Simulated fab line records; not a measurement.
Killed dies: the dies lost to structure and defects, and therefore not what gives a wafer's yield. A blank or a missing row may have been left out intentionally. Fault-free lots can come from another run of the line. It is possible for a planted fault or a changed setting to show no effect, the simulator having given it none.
fab line records | flow nandHarc | part 2 of 2: steps 5 to 6 of 6
[record] lots = 22 wafers = 66 lastDay = 32
route steps=1302 shown A_STAIRCASE@700
lots with no fault: from the same line, run without faults
startH: start of the lot's first displayed wafer, in hours after the record's first day | waitH: how many hours have passed since the lot's step before this one | " unchanged from the row above | L1.1+2: several wafers, shown together as one row | - either no value or no given start | * or withheld: withheld | < > ~ a bound
route shown NAME@n: a module of which the file shows steps, and the number in the route of the first | usual: average and standard deviation across the fault-free wafers | same: alike in all rows | chamber/n: place in a boat | sites: per-site readings | _std_site: the standard deviation of these | _edge_site: inner sites' mean taken away from outer sites' mean | radiusMm: how far each site lies from the wafer's centre | mask NAME#n: copy n | behind: the last tool/chamber to shape the wafer | hold: cause of the lot's hold/its duration in hours/its outcome | device: which transistor (n, p or np) failed to switch | end of line: tests run on the same wafers once the route is complete | step lacking rows: just its recipe | killed: not the wafer's yield, but the dies lost to structure and defects at the first sort | map: shows each die of a wafer: x if killed, . if not, _ if none is there
set.NAME: the setting as run; set.NAME@STEP: as run at that earlier step | model.NAME: the simulator's own value behind a step, which no gauge read
steps of the route over a sample of lots; a table a step, a row a wafer
services: when a tool's chamber went out of use (startH, in hours from the record's first day, below 0 if earlier), for how many hours, and the reason
[[steps]]
[step NHARC_A_STAIRCASE_TRIM_222]
[recipe] timeS = 211.2 o2FlowSccm = 500 arFlowSccm = 0 biasW = 0 chemistry = O2
[usual] chamberPressureMTorr = 60.01/0.054 drypumpMotorCurrentA = 5.7/0.38 oesProductAu = 1.002/0.016 rfVppV = 57.8/0.89 showerheadPlenumPTorr = 3.54/0.15 throttleValvePct = 17.036/0.0088
// columns lot.wafer tool chamber startH waitH chamberPressureMTorr drypumpMotorCurrentA oesProductAu rfHoursCounterH rfVppV showerheadPlenumPTorr throttleValvePct
L074.1 rieDiel-01 2 - - 60.00 5.7 0.979 46 57.5 3.43 17.043
L074.2 " 0 " " 59.99 6.2 1.002 47 56.9 3.40 17.025
L074.5 " 2 " " 59.95 5.7 0.984 - 58.8 3.43 17.024
L075.1 rieDiel-13 2 - - 60.01 5.5 0.987 4 58.4 3.74 17.041
L075.4 " 3 " " 60.02 5.2 1.035 4 57.4 3.67 17.032
L075.3 " 0 " " 59.97 6.3 1.023 5 56.5 3.31 17.040
L076.2 rieDiel-01 0 - - 60.04 6.2 0.999 50 56.3 3.39 17.044
L076.5 " 1 " " 59.98 5.6 1.020 - 57.9 3.57 17.041
L076.6 " 2 " " 60.12 5.7 0.982 - 59.0 3.43 17.030
L078.3 rieDiel-13 0 - - 60.03 6.3 1.013 16 58.5 3.31 17.034
L078.6 " 0 " " 59.97 6.3 1.004 - 57.3 3.31 17.027
L078.4 " 1 " " 60.00 6.2 1.014 - 57.9 3.73 17.032
L077.4 rieDiel-01 3 - - 60.00 5.1 0.973 7 59.1 3.62 17.032
L077.1 " 0 " " 59.94 6.2 1.005 5 58.3 3.39 17.039
L077.2 " 1 " " 60.10 5.7 0.993 5 57.8 3.57 17.045
L080.4 rieDiel-01 2 - - 60.07 5.7 1.006 12 57.0 3.42 17.037
L080.1 " 3 " " 60.02 5.1 0.992 12 57.8 3.61 17.036
L080.6 " 0 " " 60.02 6.2 1.017 - 57.0 3.39 17.037
L081.4 rieDiel-02 0 - - 59.91 5.6 1.005 8 56.2 3.33 17.017
L081.1 " 3 " " 60.12 5.3 0.997 6 56.8 3.74 17.027
L081.6 " 1 " " 59.93 5.3 1.009 - 58.9 3.61 17.027
L082.2 rieDiel-13 1 - - 59.97 6.2 1.003 34 58.6 3.72 17.029
L082.4 " 2 " " 59.98 5.5 0.998 37 59.0 3.72 17.034
L082.1 " 3 " " 60.02 5.2 1.040 24 57.7 3.66 17.043
L083.4 rieDiel-02 0 - - 59.95 5.6 0.997 18 58.1 3.33 17.026
L083.2 " 2 " " 59.88 5.9 1.002 16 56.3 3.36 17.034
L083.5 " 1 " " 60.09 5.4 1.022 - 58.2 3.60 17.045
L086.4 rieDiel-02 1 - - 60.03 5.3 1.018 19 57.5 3.60 17.038
L086.1 " 3 " " 60.05 5.3 0.997 15 57.7 3.74 17.038
L086.2 " 0 " " 60.01 5.6 0.997 18 59.3 3.33 17.051
L084.4 rieDiel-02 2 - - 59.94 6.0 1.006 17 56.7 3.36 17.039
L084.3 " 3 " " 59.98 5.3 0.997 16 58.3 3.74 17.039
L084.2 " 0 " " 60.07 5.6 0.996 19 55.8 3.33 17.016
L085.1 rieDiel-02 3 - - 60.05 5.3 0.999 18 57.7 3.74 17.048
L085.6 " 3 " " 59.96 5.2 0.997 - 58.2 3.74 17.045
L085.5 " 0 " " 59.94 5.6 1.000 - 57.5 3.32 17.035
L087.2 rieDiel-13 2 - - 60.06 5.5 0.996 51 56.1 3.71 17.035
L087.4 " 2 " " 60.11 5.5 0.996 - 57.7 3.71 17.028
L087.6 " 3 " " 60.00 5.2 1.037 - 58.2 3.65 17.049
L088.1 rieDiel-13 2 - - 59.98 5.5 0.994 55 58.2 3.71 17.043
L088.3 " 3 " " 60.01 5.2 1.041 43 57.8 3.65 17.052
L088.4 " 3 " " 59.94 5.2 1.044 - 57.7 3.65 17.023
L089.4 rieDiel-01 0 - - 59.96 6.2 1.004 41 57.7 3.37 17.044
L089.3 " 3 " " 60.05 5.1 0.966 46 57.6 3.60 17.040
L089.5 " 1 " " 59.99 5.7 0.985 - 59.6 3.55 17.023
L091.3 rieDiel-02 1 - - 59.97 5.4 1.021 34 56.2 3.59 17.047
L091.5 " 2 " " 59.95 5.9 1.016 - 57.3 3.35 17.031
L091.6 " 3 " " 60.06 5.3 0.995 - 58.0 3.73 17.036
L090.1 rieDiel-01 2 - - 60.01 5.7 0.995 51 56.3 3.40 17.041
L090.4 " 3 " " 59.97 5.1 0.975 50 58.2 3.59 17.031
L090.6 " 2 " " 60.00 5.7 0.993 - 57.0 3.40 17.023
L093.2 rieDiel-13 1 - - 59.90 6.1 1.019 7 57.8 3.71 17.052
L093.3 " 2 " " 60.04 5.5 1.006 6 58.7 3.70 17.033
L093.6 " 2 " " 60.04 5.5 0.999 - 58.4 3.70 17.028
L092.1 rieDiel-01 0 - - 59.97 6.2 0.989 54 57.1 3.36 17.054
L092.5 " 1 " " 60.06 5.7 0.989 - 57.4 3.54 17.031
L092.6 " 3 " " 60.08 5.1 0.966 - 56.3 3.59 17.042
L094.2 rieDiel-13 0 - - 60.00 6.3 1.008 11 56.9 3.29 17.045
L094.6 " 2 " " 60.03 5.5 1.001 - 59.2 3.70 17.028
L094.5 " 3 " " 60.07 5.2 1.028 - 57.2 3.64 17.042
L095.2 rieDiel-01 3 - - 59.89 5.1 0.984 4 57.6 3.58 17.029
L095.3 " 0 " " 60.00 6.2 0.987 4 56.8 3.36 17.046
L095.6 " 2 " " 60.00 5.7 0.989 - 56.8 3.39 17.027
L096.3 rieDiel-13 0 - - 59.99 6.3 1.025 17 56.5 3.28 17.044
L096.1 " 2 " " 59.98 5.5 1.004 18 57.9 3.70 17.034
L096.6 " 1 " " 59.96 6.1 1.014 - 57.7 3.70 17.027
[step NHARC_A_STAIRCASE_TRIM_224]
[recipe] timeS = 211.2 o2FlowSccm = 500 arFlowSccm = 0 biasW = 0 chemistry = O2
[usual] chamberPressureMTorr = 60.00/0.054 drypumpMotorCurrentA = 5.6/0.37 oesProductAu = 0.998/0.017 rfVppV = 57.7/0.98 showerheadPlenumPTorr = 3.54/0.15 throttleValvePct = 17.035/0.0085
// columns lot.wafer tool chamber startH waitH chamberPressureMTorr drypumpMotorCurrentA oesProductAu rfHoursCounterH rfVppV showerheadPlenumPTorr throttleValvePct
L074.1 rieDiel-01 3 - - 59.99 5.2 0.992 47 57.9 3.62 17.042
L074.2 " 0 " " 60.06 6.2 0.994 47 57.5 3.40 17.034
L074.5 " 2 " " 59.98 5.7 0.990 - 56.7 3.43 17.028
L075.3 rieDiel-13 0 - - 60.08 6.3 1.008 5 55.3 3.32 17.037
L075.4 " 1 " " 59.99 6.2 1.018 5 57.6 3.74 17.048
L075.1 " 3 " " 59.98 5.2 1.040 4 58.2 3.67 17.018
L076.2 rieDiel-01 0 - - 60.02 6.2 0.995 50 56.5 3.39 17.036
L076.6 " 2 " " 59.96 5.7 0.978 - 57.9 3.43 17.028
L076.5 " 3 " " 60.09 5.2 0.997 - 57.4 3.62 17.032
L078.3 rieDiel-01 1 - - 60.06 5.6 0.990 5 57.3 3.57 17.035
L078.4 " 2 " " 59.87 5.7 0.994 7 57.2 3.42 17.051
L078.6 " 2 " " 60.01 5.7 0.985 - 57.8 3.43 17.032
L077.4 rieDiel-01 1 - - 60.01 5.7 0.988 6 56.9 3.57 17.040
L077.2 " 2 " " 60.03 5.7 0.987 7 56.6 3.42 17.033
L077.1 " 0 " " 59.96 6.2 0.992 5 58.4 3.39 17.028
L080.4 rieDiel-01 3 - - 59.90 5.2 0.978 12 58.2 3.61 17.047
L080.1 " 0 " " 60.05 6.2 1.001 11 57.9 3.39 17.054
L080.6 " 3 " " 60.03 5.1 0.974 - 56.4 3.61 17.052
L081.4 rieDiel-02 2 - - 59.94 5.9 1.002 7 57.5 3.36 17.023
L081.1 " 3 " " 60.12 5.3 0.983 6 58.8 3.74 17.026
L081.6 " 1 " " 60.02 5.4 1.006 - 60.0 3.61 17.049
L082.2 rieDiel-13 3 - - 59.92 5.2 1.034 24 57.3 3.66 17.030
L082.4 " 0 " " 60.03 6.3 1.008 35 57.3 3.30 17.042
L082.1 " 1 " " 59.98 6.1 1.005 34 59.8 3.72 17.032
L083.4 rieDiel-02 1 - - 60.00 5.3 1.019 19 58.3 3.60 17.022
L083.2 " 2 " " 59.93 6.0 0.996 16 56.8 3.36 17.033
L083.5 " 0 " " 60.06 5.6 0.998 - 58.2 3.33 17.033
L086.1 rieDiel-02 3 - - 60.03 5.3 0.994 15 58.9 3.74 17.018
L086.2 " 1 " " 60.02 5.4 1.016 20 57.3 3.60 17.029
L086.4 " 2 " " 60.01 6.0 1.006 16 56.9 3.36 17.039
L084.3 rieDiel-02 3 - - 60.03 5.3 0.991 16 57.4 3.74 17.033
L084.4 " 0 " " 59.97 5.6 0.994 19 57.8 3.33 17.035
L084.2 " 2 " " 59.99 6.0 1.004 17 57.1 3.36 17.041
L085.1 rieDiel-02 1 - - 60.00 5.4 1.019 23 57.7 3.60 17.027
L085.5 " 2 " " 60.01 6.0 1.008 - 58.2 3.35 17.040
L085.6 " 3 " " 60.05 5.3 0.999 - 58.9 3.74 17.043
L087.2 rieDiel-13 3 - - 59.96 5.2 1.038 39 58.9 3.65 17.031
L087.4 " 2 " " 59.90 5.5 1.000 - 58.4 3.71 17.030
L087.6 " 2 " " 60.03 5.5 1.008 - 57.9 3.71 17.032
L088.1 rieDiel-13 3 - - 60.00 5.2 1.051 43 57.0 3.65 17.029
L088.3 " 1 " " 60.02 6.2 1.015 48 57.8 3.72 17.046
L088.4 " 1 " " 60.02 6.2 1.007 - 59.4 3.72 17.031
L089.3 rieDiel-01 3 - - 60.07 5.1 0.972 46 58.4 3.59 17.032
L089.4 " 0 " " 60.05 6.2 0.993 41 57.8 3.37 17.052
L089.5 " 2 " " 60.01 5.7 0.989 - 58.2 3.40 17.030
L091.3 rieDiel-02 1 - - 60.07 5.3 1.024 34 58.5 3.59 17.035
L091.5 " 3 " " 60.03 5.3 0.994 - 57.1 3.73 17.029
L091.6 " 0 " " 59.98 5.6 0.997 - 56.3 3.32 17.036
L090.1 rieDiel-01 2 - - 60.08 5.7 0.993 51 58.4 3.40 17.036
L090.4 " 3 " " 60.01 5.2 0.962 50 58.3 3.59 17.044
L090.6 " 2 " " 60.12 5.7 1.004 - 56.4 3.40 17.033
L093.2 rieDiel-13 2 - - 60.03 5.5 1.008 6 57.8 3.70 17.028
L093.3 " 0 " " 60.07 6.3 1.032 8 56.5 3.29 17.044
L093.6 " 3 " " 60.01 5.2 1.017 - 59.2 3.65 17.042
L092.1 rieDiel-01 3 - - 59.94 5.1 0.966 63 57.5 3.59 17.024
L092.6 " 0 " " 60.01 6.2 0.996 - 58.0 3.36 17.037
L092.5 " 3 " " 60.07 5.2 0.974 - 58.5 3.59 17.039
L094.2 rieDiel-13 2 - - 59.99 5.5 0.997 8 59.1 3.70 17.037
L094.6 " 0 " " 59.96 6.3 1.005 - 57.2 3.29 17.029
L094.5 " 1 " " 59.93 6.2 1.011 - 58.7 3.71 17.029
L095.2 rieDiel-01 0 - - 59.91 6.2 0.997 4 57.4 3.36 17.037
L095.3 " 2 " " 60.04 5.7 0.987 4 58.3 3.39 17.030
L095.6 " 3 " " 59.96 5.1 0.979 - 57.1 3.58 17.022
L096.1 rieDiel-13 1 - - 60.03 6.2 0.991 18 56.8 3.70 17.024
L096.3 " 2 " " 60.04 5.5 1.000 18 57.3 3.70 17.035
L096.6 " 2 " " 59.96 5.5 1.001 - 58.6 3.70 17.043
[[services]]
// columns tool chamber startH hours kind
rieDiel-13 - 342.01 9.0 pm
plasmaAsher-01 - 342.42 9.0 pm
rieDiel-02 3 351.81 12.9 repair
rieDiel-01 0 360.12 - clean
rieDiel-01 1 360.12 - clean
rieDiel-01 2 360.12 - clean
rieDiel-01 3 360.12 - clean
rieDiel-13 1 378.30 5.1 repair
rieDiel-01 - 380.90 9.0 pm
rieDiel-01 0 380.90 9.0 ventCycle
rieDiel-01 1 380.90 9.0 ventCycle
rieDiel-01 2 380.90 9.0 ventCycle
rieDiel-13 3 391.08 21.6 repair
rieDiel-02 - 393.92 9.0 pm
plasmaAsher-01 - 395.31 2.4 repair
plasmaAsher-02 - 428.72 9.0 pm
rieDiel-01 1 431.94 13.4 repair
plasmaAsher-01 - 481.88 2.0 repair
rieDiel-13 1 492.24 6.6 repair
rieDiel-13 0 495.00 16.7 repair
plasmaAsher-01 - 498.88 1.6 repair
plasmaAsher-01 - 519.42 9.0 pm
rieDiel-01 - 557.90 9.0 pm
rieDiel-02 - 573.51 9.0 pm
